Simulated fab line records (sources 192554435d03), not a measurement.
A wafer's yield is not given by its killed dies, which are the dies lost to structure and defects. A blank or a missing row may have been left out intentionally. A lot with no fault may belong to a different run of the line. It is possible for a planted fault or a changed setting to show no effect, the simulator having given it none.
fab line records + flow n5_finfet
[record]
- lots = 4
- wafers = 12
- last_day = 17
route steps=1938 shown BEOL_M4@1099 BEOL_M5@1112 BEOL_M6@1257 PASSIVATION@1936
lots that met no fault: taken from a fault-free run of the same line
start_h: start of the lot's first displayed wafer, in hours after the record's first day + wait_h: time in hours since the lot's previous step + " identical to the entry in the row above + L1.1+2: several wafers, shown together as one row + - no value, or no start given + * or withheld: withheld + < > ~ a bound
route shown NAME@n: NAME is a module with steps in the file, n the number in the route of the first one + usual: average and standard deviation across the fault-free wafers + same: alike in all rows + chamber/n: place in a boat + sites: per-site readings + _std_site: the values' standard deviation + _edge_site: outer sites' mean less inner sites' + radius_mm: how far each site lies from the wafer's centre + mask NAME#n: copy n + behind: tool/chamber where the wafer was last shaped + hold: what put the lot on hold/how long, in hours/how the hold closed + device: transistor that didn't switch, given as n, p or np + end of line: tests run on the same wafers once the route is complete + a step given without rows: its recipe and nothing more + killed: count of dies lost to structure and defects at first sort (not the wafer's yield) + map: dies across one wafer; x = killed, . = not, _ = none there
set.NAME: the setting that was run; set.NAME@STEP: the one run at that earlier step + model.NAME: the simulator's own value behind a step, which no gauge read
lots at selected steps of the route; one table per step, one row per wafer
services: a tool's chamber out of use, with start hour (start_h, from the record's first day; less than 0 if before it), hours out, and reason
[[steps]]
[step N5_BEOL_M4_ANNEAL_95]
[recipe]
- temp_c = 400
- time_s = 240
- ambient = vacuum
[step N5_BEOL_M4_SPUTTER_96]
[recipe]
- material = Cu
- target_thk_a = 45
- temp_c = -20
- chamber_pressure_pa = 0.07
- power_w = withheld
- time_s = 8.29
[step N5_BEOL_M4_ECD_50]
[recipe]
- material = Cu
- target_thk_a = 3000
[step N5_BEOL_M4_ANNEAL_51]
[recipe]
- temp_c = 225
- time_s = 90
- ambient = N2
[step N5_BEOL_M4_CMP_52]
[recipe]
- stop_on = SiOC
- t_overpolish_s = 6.8
- down_force_psi = 1
- platen_rpm = 50
- clearing_platen_down_force_psi = 1.5
- clearing_platen_rpm = 50
- post_cmp_clean = cu_alkaline
- target_thk_nm = 40
- clearing_platen_pad_velocity_m_s = 0.99484
- pad_velocity_m_s = 0.99484
[step N5_BEOL_M4_PRE_CLEAN_60]
[recipe]
- gas = NH3/H2
- time_s = 15
- temp_c = *
- rf_power_w = 300
[step N5_BEOL_M4_CO_CAP_55]
[recipe]
- material = Co
- target_thk_a = 20
- temp_c = 200
- precursor = CCTBA/H2
- pressure_torr = 30
- time_s = 102.1
[step N5_BEOL_M4_PRE_CLEAN_56]
[recipe]
- gas = NH3
- time_s = 15
- temp_c = withheld
- rf_power_w = 300
[step N5_BEOL_M4_DEP_57]
[recipe]
- material = SiCN
- target_thk_a = 80
- temp_c = withheld
- precursor = 3MS/NH3
- pressure_torr = 3
- rf_w = 202
- time_s = 14
[step N5_BEOL_M4_RC_MEAS_101]
[usual]
- DIBL_N = 36.0/1.6
- DIBL_P = 36.1/2
- IOFF_N = 0.160/0.029
- IOFF_P = 0.21/0.039
- ION_N = 675/13
- ION_P = 464/8.8
- SS_N = 71.5/0.58
- SS_P = 73.3/0.65
- VT_N = 250/3.3
- VT_P = -249/3.6
| lot.wafer | tool      | chamber | start_h | wait_h | DIBL_N[mV/V] | DIBL_P[mV/V] | IOFF_N[nA/um] | IOFF_P[nA/um] | ION_N[uA/um] | ION_P[uA/um] | SS_N[mV/dec] | SS_P[mV/dec] | VT_N[mV] | VT_P[mV] |
|-----------|-----------|---------|---------|--------|--------------|--------------|---------------|---------------|--------------|--------------|--------------|--------------|----------|----------|
| L182.2    | prober-01 | 0       | 169.45  | 0.2    | 35.3         | 33.5         | 0.136         | 0.19          | 666          | 457          | 71.1         | 72.9         | 254      | -250     |
| L182.4    | "         | 0       | "       | "      | 35.9         | 33.5         | 0.140         | 0.19          | 665          | 456          | 72.1         | 73.3         | 254      | -250     |
| L182.6    | "         | 0       | "       | "      | 35.9         | 34.1         | 0.144         | 0.20          | 656          | 456          | 71.2         | 73.1         | 250      | -250     |
| L188.4    | prober-02 | 0       | 209.53  | 0.5    | 35.7         | 34.8         | 0.139         | 0.21          | 668          | 468          | 70.9         | 73.4         | 249      | -247     |
| L188.5    | "         | 0       | "       | "      | 38.5         | 38.5         | 0.197         | 0.28          | 674          | 467          | 72.1         | 74.0         | 248      | -245     |
| L188.6    | "         | 0       | "       | "      | 37.4         | 36.2         | 0.165         | 0.24          | 668          | 463          | 71.9         | 73.6         | 249      | -244     |
| L189.2    | prober-01 | 0       | 220.12  | 0.2    | 37.2         | 38.4         | 0.187         | 0.22          | 691          | 466          | 71.3         | 73.4         | 248      | -250     |
| L189.4    | "         | 0       | "       | "      | 34.9         | 36.0         | 0.141         | 0.19          | 660          | 454          | 71.3         | 72.4         | 252      | -254     |
| L189.5    | "         | 0       | "       | "      | 35.6         | 36.9         | 0.153         | 0.20          | 671          | 463          | 70.6         | 73.3         | 250      | -252     |
| L201.3    | prober-02 | 0       | 301.42  | 0.3    | 38.4         | 37.8         | 0.198         | 0.25          | 692          | 474          | 72.1         | 73.9         | 246      | -244     |
| L201.4    | "         | 0       | "       | "      | 35.6         | 35.3         | 0.143         | 0.20          | 681          | 472          | 71.6         | 72.9         | 248      | -249     |
| L201.6    | "         | 0       | "       | "      | 35.1         | 34.4         | 0.130         | 0.19          | 670          | 458          | 71.2         | 72.2         | 253      | -249     |
[step N5_BEOL_M5_ILD_DEP_00]
[recipe]
- material = SiCOH_lowk
- target_thk_a = 1406.4
- temp_c = 300
- precursor = DEMS/porogen
- pressure_torr = 5
- rf_w = 500
- time_s = 25.9
[step N5_BEOL_M5_CURE_79]
[recipe]
- temp_c = 385
- time_s = 240
- ambient = He/Ar
- material = SiCOH_lowk
[step N5_BEOL_M5_PECVD_70]
[recipe]
- material = SiO2
- target_thk_a = 160
- temp_c = 400
- precursor = TEOS/O2
- pressure_torr = 5.5
- rf_w = 450
- teos_flow_sccm = 53.8
- gas = O2
- flow_sccm = 3000
- time_s = 18
[step N5_BEOL_M5_HM_DEP_02]
[recipe]
- material = TiN
- target_thk_a = 200
- temp_c = 25
- chamber_pressure_pa = 0.49996
[step N5_BEOL_M5_COAT_59]
[recipe]
- resist = SOC
- temp_c = 250
- time_s = 60
- spin_rpm = 1500
- resist_thk_nm = 60
[step N5_BEOL_M5_COAT_60]
[recipe]
- resist = SiARC
- temp_c = 220
- time_s = 60
- spin_rpm = 1500
- resist_thk_nm = 12
[step N5_BEOL_M5_COAT_71]
[recipe]
- resist = underlayer
- temp_c = 205
- time_s = 60
- spin_rpm = 1500
- resist_thk_nm = 5
[step N5_BEOL_M5_COAT_05]
[recipe]
- resist = CAR-EUV
- spin_rpm = 1500
- resist_thk_nm = 30
[step N5_BEOL_M5_EBR_07]
[recipe]
- solvent = PGMEA
- ebr_width_mm = 1.5
[step N5_BEOL_M5_SOFTBAKE_06]
[recipe]
- temp_c = 110
- time_s = 60
- resist = CAR-EUV
[step N5_BEOL_M5_EXPOSE_08]
[recipe]
- mask_id = M5
- na = 0.33
- source_shape = annular
- sigma_inner = 0.4
- sigma_outer = 0.8
- polarization = unpolarized
- target_cd_nm = 28
- dose_mj = 35.75
[step N5_BEOL_M5_PEB_09]
[recipe]
- peb_temp_c = 100
- peb_time_s = 60
- resist = CAR-EUV
[step N5_BEOL_M5_DEVELOP_10]
[recipe]
- develop_time_s = 30
- developer = TMAH
- resist = CAR-EUV
- rinse_liquid = surfactant_rinse
- dry = air_spin
- dev_temp_c = 23
[step N5_BEOL_M5_DESCUM_16]
[recipe]
- chemistry = O2
- time_s = 7
- source_power_w = 50
- bias_power_w = 20
- pressure_mtorr = 20
- rf_frequency_hz = 2.712e+07
- temp_c = 40
- resist = CAR-EUV
- o2_flow_sccm = 225
[step N5_BEOL_M5_ETCH_72]
[recipe]
- chemistry = N2/H2
- target = underlayer
- target_depth_a = 65
- mask_material = CAR-EUV
- time_s = 5.2
- ion_energy_ev = 200
- pressure_mtorr = 30
- source_w = 840
- bias_w = 150
- n2_flow_sccm = 200
- h2_flow_sccm = 200
- ends = cleared
[step N5_BEOL_M5_ETCH_61]
[recipe]
- chemistry = CF4
- target = SiARC
- target_depth_a = 156
- mask_material = CAR-EUV
- time_s = 26
- ion_energy_ev = 80
- pressure_mtorr = 40
- source_w = 545
- bias_w = 36
- Ar_flow_sccm = 100
- cf4_flow_sccm = 100
- ends = cleared
[step N5_BEOL_M5_ETCH_62]
[recipe]
- chemistry = N2/H2
- target = SOC
- target_depth_a = 750
- overetch_a = 150
- mask_material = SiARC
- temp_c = 40
- time_s = 112.5
- ion_energy_ev = 200
- pressure_mtorr = 30
- source_w = 840
- bias_w = 150
- n2_flow_sccm = 200
- h2_flow_sccm = 200
[step N5_BEOL_M5_STRIP_63]
[recipe]
- chemistry = N2/H2
- temp_c = 40
- n2_flow_sccm = 200
- h2_flow_sccm = 200
- rf_frequency_hz = 6e+07
[step N5_BEOL_M5_STRIP_73]
[recipe]
- chemistry = N2/H2
- temp_c = 40
- n2_flow_sccm = 200
- h2_flow_sccm = 200
- rf_frequency_hz = 6e+07
[step N5_BEOL_M5_STRIP_64]
[recipe]
- chemistry = CF4
- resist = SiARC
- power_w = 300
- bias_power_w = 75
- pressure_mtorr = 50
- cf4_flow_sccm = 150
- rf_frequency_hz = 6e+07
[step N5_BEOL_M5_HM_OPEN_17]
[recipe]
- chemistry = Cl2/BCl3
- target_depth_a = 200
- overetch_a = 60
- target = TiN
- mask_material = SOC
- ion_energy_ev = 150
- pressure_mtorr = 10
- icp_w = 1000
- bias_w = 126
- Cl2_flow_sccm = 53.25
- bcl3_flow_sccm = 21.75
- Ar_flow_sccm = 25
[step N5_BEOL_M5_STRIP_19]
[recipe]
- chemistry = O2
- power_w = 400
- temp_c = 40
- pressure_mtorr = 30
- rf_frequency_hz = 6e+07
- bias_power_w = 0
- overash_fraction = 0.2
- o2_flow_sccm = 225
[step N5_BEOL_M5_COAT_65]
[recipe]
- resist = SOC
- temp_c = 250
- time_s = 60
- spin_rpm = 1500
- resist_thk_nm = 60
[step N5_BEOL_M5_COAT_66]
[recipe]
- resist = SiARC
- temp_c = 220
- time_s = 60
- spin_rpm = 1500
- resist_thk_nm = 12
[step N5_BEOL_M6_CMP_52]
[recipe]
- stop_on = SiCOH_lowk
- t_overpolish_s = 6.9
- down_force_psi = 1
- platen_rpm = 50
- clearing_platen_down_force_psi = 1.5
- clearing_platen_rpm = 50
- post_cmp_clean = cu_alkaline
- target_thk_nm = 80
- clearing_platen_pad_velocity_m_s = 0.99484
- pad_velocity_m_s = 0.99484
[usual]
- barrier_field_endpoint_s = 28.6/0.7
- edge_zone_pressure_frac = 1.000/0.0047
- motor_current_A = 6.0/0.82
- overpolish_run_s = 6.900/0.009
- slurry_flow_ml_min = 150.0/0.47
- time_to_endpoint_s = 62/3.2
| lot.wafer | tool   | chamber | start_h | wait_h | barrier_field_endpoint_s | edge_zone_pressure_frac | motor_current_A | overpolish_run_s | slurry_flow_ml_min | time_to_endpoint_s |
|-----------|--------|---------|---------|--------|--------------------------|-------------------------|-----------------|------------------|--------------------|--------------------|
| L182.2    | cmp-04 | 3       | 193.76  | 0.2    | 28.2                     | 1.000                   | 4.6             | 6.912            | 149.6              | 62                 |
| L182.4    | "      | 0       | "       | "      | 28.5                     | 0.994                   | 5.3             | 6.893            | 150.5              | 64                 |
| L182.6    | "      | 3       | "       | "      | 29.5                     | 0.991                   | 4.4             | 6.916            | 150.2              | 66                 |
| L188.4    | cmp-04 | 1       | 230.16  | 0.2    | 46.6                     | 0.994                   | 7.0             | 0.047            | 150.3              | 81                 |
| L188.6    | "      | 3       | "       | "      | 46.6                     | 1.007                   | 4.5             | 0.034            | 150.7              | 83                 |
| L188.5    | "      | 0       | "       | "      | 46.6                     | 0.996                   | 5.8             | 0.043            | 151.5              | 81                 |
| L189.4    | cmp-04 | 2       | 238.70  | 0.1    | 46.6                     | 1.004                   | 7.1             | 0.039            | 150.7              | 80                 |
| L189.2    | "      | 1       | "       | "      | 28.1                     | 1.001                   | 6.3             | 6.896            | 150.0              | 63                 |
| L189.5    | "      | 3       | "       | "      | 46.7                     | 1.005                   | 4.9             | 0.044            | 149.3              | 80                 |
| L201.3    | cmp-01 | 2       | 323.77  | 0.2    | 28.7                     | 0.991                   | 5.2             | 6.887            | 150.2              | 63                 |
| L201.4    | "      | 0       | "       | "      | 28.4                     | 0.999                   | 5.3             | 6.893            | 149.8              | 61                 |
| L201.6    | "      | 2       | "       | "      | 28.9                     | 0.988                   | 5.2             | 6.896            | 150.2              | 62                 |
[step N5_BEOL_M6_THK_MEAS_53]
[recipe]
- thk_meas_gauge = xrf
- reads = Cu_of_BEOL_M6_ECD_50
[usual]
- M6_THK = 79.8/2.4
| lot.wafer | tool          | chamber | start_h | wait_h | M6_THK[nm] |
|-----------|---------------|---------|---------|--------|------------|
| L182.2    | film_metro-01 | -       | 194.02  | -      | 80.9       |
| L182.4    | "             | -       | "       | "      | 82.0       |
| L182.6    | "             | -       | "       | "      | 80.3       |
| L188.4    | film_metro-01 | -       | 230.38  | -      | 177.9      |
| L188.5    | "             | -       | "       | "      | 196.1      |
| L188.6    | "             | -       | "       | "      | 187.0      |
| L189.2    | film_metro-02 | -       | 238.99  | -      | 78.2       |
| L189.4    | "             | -       | "       | "      | 193.5      |
| L189.5    | "             | -       | "       | "      | 192.4      |
| L201.3    | film_metro-02 | -       | 324.06  | -      | 80.1       |
| L201.4    | "             | -       | "       | "      | 80.7       |
| L201.6    | "             | -       | "       | "      | 82.1       |
[step N5_BEOL_M6_INSPECT_58]
[recipe]
- inspect_instrument = darkfield
- mode = post_dep
[usual]
- raw_defect_count = 69/21
| lot.wafer | tool              | chamber | start_h | wait_h | raw_defect_count |
|-----------|-------------------|---------|---------|--------|------------------|
| L182.2    | defect_inspect-01 | -       | 194.18  | 0.0    | 51               |
| L182.4    | "                 | -       | "       | "      | 57               |
| L182.6    | "                 | -       | "       | "      | 51               |
| L188.4    | defect_inspect-01 | -       | 230.57  | 0.0    | 1326             |
| L188.5    | "                 | -       | "       | "      | 1398             |
| L188.6    | "                 | -       | "       | "      | 1398             |
| L189.2    | defect_inspect-02 | -       | 239.15  | 0.0    | 146              |
| L189.4    | "                 | -       | "       | "      | 1379             |
| L189.5    | "                 | -       | "       | "      | 1359             |
| L201.3    | defect_inspect-01 | -       | 324.22  | 0.0    | 89               |
| L201.4    | "                 | -       | "       | "      | 78               |
| L201.6    | "                 | -       | "       | "      | 52               |
[step N5_PASSIVATION_PROBE_49]
[usual]
- defect_limited_yield = 91.0/1.3
- killed_at_M0_to_M3 = 36/9.5
- killed_at_M4_up = 14/5.6
- killed_at_contacts = 12/6.4
- killed_at_front_end = 40/10
- killed_at_other = 3.2/3
- killed_dies = 107/15
- killed_on_rim = 15/4.5
- killed_open = 69/12
- killed_short = 35/7.7
- sort_bin_5_function = 5.3/0.91
- sort_bin_6_memory = 3.3/0.65
- sort_n_pass = 1073/15
- sort_yield_pct = 91.0/1.3
[same]
- gross_dies = 1180
- killed_at_back_side = 0
- sort_bin_4_leakage[%] = 0
- sort_bin_8_speed[%] = 0
| lot.wafer | tool      | chamber | start_h | wait_h | defect_limited_yield[%] | killed_at_M0_to_M3 | killed_at_M4_up | killed_at_contacts | killed_at_front_end | killed_at_other | killed_dies | killed_on_rim | killed_open | killed_short | sort_bin_5_function[%] | sort_bin_6_memory[%] | sort_n_pass | sort_yield_pct[%] |
|-----------|-----------|---------|---------|--------|-------------------------|--------------------|-----------------|--------------------|---------------------|-----------------|-------------|---------------|-------------|--------------|------------------------|----------------------|-------------|-------------------|
| L182.2    | prober-01 | -       | 273.04  | 0.1    | 88.1                    | 48                 | 17              | 3                  | 72                  | 1               | 141         | 23            | 106         | 27           | 6.9                    | 4.2                  | 1039        | 88.1              |
| L182.4    | prober-01 | -       | 273.14  | 0.2    | 90.0                    | 35                 | 18              | 12                 | 48                  | 5               | 118         | 14            | 74          | 44           | 5.3                    | 4.3                  | 1062        | 90.0              |
| L182.6    | prober-01 | -       | 273.24  | 0.3    | 90.2                    | 52                 | 8               | 9                  | 43                  | 4               | 116         | 17            | 88          | 23           | 5.3                    | 4.1                  | 1064        | 90.2              |
| L188.4    | prober-01 | -       | 309.44  | 0.2    | 0                       | 16                 | 1109            | 8                  | 45                  | 2               | 1180        | 152           | 58          | 27           | 3.9                    | 3.0                  | 0           | 0                 |
| L188.5    | prober-01 | -       | 309.49  | 0.2    | 0                       | 41                 | 1085            | 7                  | 42                  | 5               | 1180        | 152           | 78          | 29           | 5.3                    | 3.3                  | 0           | 0                 |
| L188.6    | prober-01 | -       | 309.54  | 0.3    | 0                       | 35                 | 1083            | 11                 | 47                  | 4               | 1180        | 152           | 60          | 49           | 5.3                    | 3.5                  | 0           | 0                 |
| L189.2    | prober-02 | -       | 335.80  | 0.1    | 92.5                    | 31                 | 22              | 3                  | 33                  | 0               | 89          | 12            | 58          | 29           | 4.9                    | 2.6                  | 1091        | 92.5              |
| L189.4    | prober-02 | -       | 335.90  | 0.2    | 0                       | 38                 | 1088            | 9                  | 45                  | 0               | 1180        | 152           | 68          | 43           | 4.8                    | 4.5                  | 0           | 0                 |
| L189.5    | prober-02 | -       | 335.95  | 0.2    | 0                       | 33                 | 1083            | 11                 | 52                  | 1               | 1180        | 152           | 75          | 38           | 6.5                    | 2.8                  | 0           | 0                 |
// killed by level:class
L182.2 STI_FIN_REVEAL:geometric_particle:open=29 BEOL_M1:geometric_particle:open=16 FIN_SAQP:geometric_particle:open=14 BEOL_M2:geometric_particle:open=7 BEOL_M0:geometric_particle:open=7 BEOL_M4:geometric_particle:open=7 HKMG_FIN:area_etch=7 STI_FIN_REVEAL:geometric_particle:short=6
L182.4 STI_FIN_REVEAL:geometric_particle:open=18 BEOL_M0_SAQP:geometric_particle:short=11 MOL_CONTACT_COAG:geometric_particle:open=8 FIN_SAQP:geometric_particle:open=7 BEOL_M0_SAQP:geometric_particle:open=7 BEOL_M4:geometric_particle:open=7 STI_FIN_REVEAL:geometric_particle:short=6 DUMMY_GATE:geometric_particle:open=6
L182.6 BEOL_M1:geometric_particle:open=13 STI_FIN_REVEAL:geometric_particle:open=11 BEOL_M2:geometric_particle:open=11 FIN_SAQP:geometric_particle:open=10 BEOL_M3:geometric_particle:open=9 MOL_CONTACT_COAG:geometric_particle:open=7 BEOL_M0_SAQP:geometric_particle:open=7 HKMG_FIN:area_etch=5
L188.4 BEOL_M6:area_cmp=1095 FIN_SAQP:geometric_particle:open=11 FIN_SAQP:geometric_particle:short=7 BEOL_M4:geometric_particle:open=7 STI_FIN_REVEAL:geometric_particle:open=6 MOL_CONTACT_COAG:geometric_particle:open=6 DUMMY_GATE:geometric_particle:open=5 BEOL_M3:geometric_particle:open=5
L188.5 BEOL_M6:area_cmp=1071 FIN_SAQP:geometric_particle:open=11 BEOL_M3:geometric_particle:open=10 BEOL_M0_SAQP:geometric_particle:short=9 BEOL_M1:geometric_particle:open=8 DUMMY_GATE:geometric_particle:open=6 MOL_CONTACT_COAG:geometric_particle:open=6 STI_FIN_REVEAL:geometric_particle:open=5
L188.6 BEOL_M6:area_cmp=1071 FIN_SAQP:geometric_particle:short=11 MOL_CONTACT_COAG:geometric_particle:open=9 FIN_SAQP:geometric_particle:open=8 BEOL_M0_SAQP:geometric_particle:short=8 BEOL_M3:geometric_particle:open=8 BEOL_M3:geometric_particle:short=8 BEOL_M0_SAQP:geometric_particle:open=7
L189.2 BEOL_M0_SAQP:geometric_particle:open=14 BEOL_M0_SAQP:geometric_particle:short=9 FIN_SAQP:geometric_particle:short=7 BEOL_M4:geometric_particle:open=6 STI_FIN_REVEAL:geometric_particle:open=6 BEOL_M3:geometric_particle:open=5 STARTING-WAFER:geometric_particle:short=5 FIN_SAQP:geometric_particle:open=4
L189.4 BEOL_M6:area_cmp=1067 BEOL_M0_SAQP:geometric_particle:short=10 BEOL_M1:geometric_particle:open=9 BEOL_M0_SAQP:geometric_particle:open=8 FIN_SAQP:geometric_particle:open=6 FIN_SAQP:geometric_particle:short=6 GATE_CUT:geometric_particle:short=6 GATE_CUT:geometric_particle:open=6
L189.5 BEOL_M6:area_cmp=1066 FIN_SAQP:geometric_particle:open=13 BEOL_M0_SAQP:geometric_particle:open=11 STI_FIN_REVEAL:geometric_particle:open=9 FIN_SAQP:geometric_particle:short=8 MOL_CONTACT_COAG:geometric_particle:open=8 BEOL_M0_SAQP:geometric_particle:short=8 BEOL_M3:geometric_particle:open=6
// map L188.4 (x killed, . not)
_________________xxxxxxxxxxxx________________
______________xxxxxxxxxxxxxxxxxx_____________
___________xxxxxxxxxxxxxxxxxxxxxxxx__________
__________xxxxxxxxxxxxxxxxxxxxxxxxxx_________
________xxxxxxxxxxxxxxxxxxxxxxxxxxxxxx_______
_______xxxxxxxxxxxxxxxxxxxxxxxxxxxxxxxx______
______xxxxxxxxxxxxxxxxxxxxxxxxxxxxxxxxxx_____
_____xxxxxxxxxxxxxxxxxxxxxxxxxxxxxxxxxxxx____
____xxxxxxxxxxxxxxxxxxxxxxxxxxxxxxxxxxxxxx___
___xxxxxxxxxxxxxxxxxxxxxxxxxxxxxxxxxxxxxxxx__
___xxxxxxxxxxxxxxxxxxxxxxxxxxxxxxxxxxxxxxxx__
__xxxxxxxxxxxxxxxxxxxxxxxxxxxxxxxxxxxxxxxxxx_
__xxxxxxxxxxxxxxxxxxxxxxxxxxxxxxxxxxxxxxxxxx_
_xxxxxxxxxxxxxxxxxxxxxxxxxxxxxxxxxxxxxxxxxxxx
_xxxxxxxxxxxxxxxxxxxxxxxxxxxxxxxxxxxxxxxxxxxx
_xxxxxxxxxxxxxxxxxxxxxxxxxxxxxxxxxxxxxxxxxxxx
_xxxxxxxxxxxxxxxxxxxxxxxxxxxxxxxxxxxxxxxxxxxx
_xxxxxxxxxxxxxxxxxxxxxxxxxxxxxxxxxxxxxxxxxxxx
_xxxxxxxxxxxxxxxxxxxxxxxxxxxxxxxxxxxxxxxxxxxx
_xxxxxxxxxxxxxxxxxxxxxxxxxxxxxxxxxxxxxxxxxxxx
_xxxxxxxxxxxxxxxxxxxxxxxxxxxxxxxxxxxxxxxxxxxx
__xxxxxxxxxxxxxxxxxxxxxxxxxxxxxxxxxxxxxxxxxx_
__xxxxxxxxxxxxxxxxxxxxxxxxxxxxxxxxxxxxxxxxxx_
___xxxxxxxxxxxxxxxxxxxxxxxxxxxxxxxxxxxxxxxx__
___xxxxxxxxxxxxxxxxxxxxxxxxxxxxxxxxxxxxxxxx__
____xxxxxxxxxxxxxxxxxxxxxxxxxxxxxxxxxxxxxx___
_____xxxxxxxxxxxxxxxxxxxxxxxxxxxxxxxxxxxx____
______xxxxxxxxxxxxxxxxxxxxxxxxxxxxxxxxxx_____
_______xxxxxxxxxxxxxxxxxxxxxxxxxxxxxxxx______
________xxxxxxxxxxxxxxxxxxxxxxxxxxxxxx_______
__________xxxxxxxxxxxxxxxxxxxxxxxxxx_________
___________xxxxxxxxxxxxxxxxxxxxxxxx__________
______________xxxxxxxxxxxxxxxxxx_____________
_________________xxxxxxxxxxxx________________
// map L189.4 (x killed, . not)
_________________xxxxxxxxxxxx________________
______________xxxxxxxxxxxxxxxxxx_____________
___________xxxxxxxxxxxxxxxxxxxxxxxx__________
__________xxxxxxxxxxxxxxxxxxxxxxxxxx_________
________xxxxxxxxxxxxxxxxxxxxxxxxxxxxxx_______
_______xxxxxxxxxxxxxxxxxxxxxxxxxxxxxxxx______
______xxxxxxxxxxxxxxxxxxxxxxxxxxxxxxxxxx_____
_____xxxxxxxxxxxxxxxxxxxxxxxxxxxxxxxxxxxx____
____xxxxxxxxxxxxxxxxxxxxxxxxxxxxxxxxxxxxxx___
___xxxxxxxxxxxxxxxxxxxxxxxxxxxxxxxxxxxxxxxx__
___xxxxxxxxxxxxxxxxxxxxxxxxxxxxxxxxxxxxxxxx__
__xxxxxxxxxxxxxxxxxxxxxxxxxxxxxxxxxxxxxxxxxx_
__xxxxxxxxxxxxxxxxxxxxxxxxxxxxxxxxxxxxxxxxxx_
_xxxxxxxxxxxxxxxxxxxxxxxxxxxxxxxxxxxxxxxxxxxx
_xxxxxxxxxxxxxxxxxxxxxxxxxxxxxxxxxxxxxxxxxxxx
_xxxxxxxxxxxxxxxxxxxxxxxxxxxxxxxxxxxxxxxxxxxx
_xxxxxxxxxxxxxxxxxxxxxxxxxxxxxxxxxxxxxxxxxxxx
_xxxxxxxxxxxxxxxxxxxxxxxxxxxxxxxxxxxxxxxxxxxx
_xxxxxxxxxxxxxxxxxxxxxxxxxxxxxxxxxxxxxxxxxxxx
_xxxxxxxxxxxxxxxxxxxxxxxxxxxxxxxxxxxxxxxxxxxx
_xxxxxxxxxxxxxxxxxxxxxxxxxxxxxxxxxxxxxxxxxxxx
__xxxxxxxxxxxxxxxxxxxxxxxxxxxxxxxxxxxxxxxxxx_
__xxxxxxxxxxxxxxxxxxxxxxxxxxxxxxxxxxxxxxxxxx_
___xxxxxxxxxxxxxxxxxxxxxxxxxxxxxxxxxxxxxxxx__
___xxxxxxxxxxxxxxxxxxxxxxxxxxxxxxxxxxxxxxxx__
____xxxxxxxxxxxxxxxxxxxxxxxxxxxxxxxxxxxxxx___
_____xxxxxxxxxxxxxxxxxxxxxxxxxxxxxxxxxxxx____
______xxxxxxxxxxxxxxxxxxxxxxxxxxxxxxxxxx_____
_______xxxxxxxxxxxxxxxxxxxxxxxxxxxxxxxx______
________xxxxxxxxxxxxxxxxxxxxxxxxxxxxxx_______
__________xxxxxxxxxxxxxxxxxxxxxxxxxx_________
___________xxxxxxxxxxxxxxxxxxxxxxxx__________
______________xxxxxxxxxxxxxxxxxx_____________
_________________xxxxxxxxxxxx________________
[[services]]
| tool   | chamber | start_h | hours | kind                           |
|--------|---------|---------|-------|--------------------------------|
| cmp-01 | -       | 173.86  | 3.3   | repair                         |
| cmp-01 | -       | 224.07  | 4.0   | pm                             |
| cmp-01 | -       | 228.07  | -     | consumable_replace:conditioner |
| cmp-01 | -       | 228.07  | -     | consumable_replace:pad         |
| cmp-04 | -       | 233.51  | 0.4   | repair                         |
| cmp-04 | -       | 239.57  | 4.0   | pm                             |
| cmp-04 | -       | 243.57  | -     | consumable_replace:conditioner |
| cmp-04 | -       | 243.57  | -     | consumable_replace:pad         |
| cmp-04 | -       | 265.77  | 0.9   | repair                         |
| cmp-01 | -       | 319.03  | 0.4   | repair                         |
[[key]]
[first_sign]
- step = N5_BEOL_M6_CMP_52
- reading = overpolish_run_s
- direction = down
- sigmas = 99+
- usual = 6.900
- struck = 0.041
[effect]
- step = N5_BEOL_M6_CMP_52
- reading = barrier_field_endpoint_s
- direction = up
- sigmas = 26
- usual = 28.6
- struck = 46.6
[effect]
- step = N5_BEOL_M6_THK_MEAS_53
- reading = M6_THK
- direction = up
- sigmas = 46
- usual = 79.8
- struck = 189.4
[effect]
- step = N5_BEOL_M6_INSPECT_58
- reading = raw_defect_count
- direction = up
- sigmas = 63
- usual = 69
- struck = 1372
[effect]
- step = N5_PASSIVATION_PROBE_49
- reading = killed_at_M4_up
- direction = up
- sigmas = 99+
- usual = 14
- struck = 1090
[more_kills_born_at]
- N5_BEOL_M6_CMP_52@cmp-04 = 5370
met_at N5_BEOL_M6_CMP_52
struck_wafers L188.4,L188.5,L188.6,L189.4,L189.5
later_rows_left_out L188.4,L188.5,L188.6,L189.4,L189.5
onset_between 193.76 230.16
[fault]
- kind = process_parameter_drift
- tool = cmp-04
- chamber = -
- onset_h = 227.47
- steps = N5_BEOL_M6_CMP_52
- channel = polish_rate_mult
- offset = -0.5
- shape = step
- end_h = 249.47
- scope = struck_wafers_only
// later_rows_left_out: the simulator's readings of these wafers behind a module that went badly wrong aren't trusted and aren't shown, but for the sort
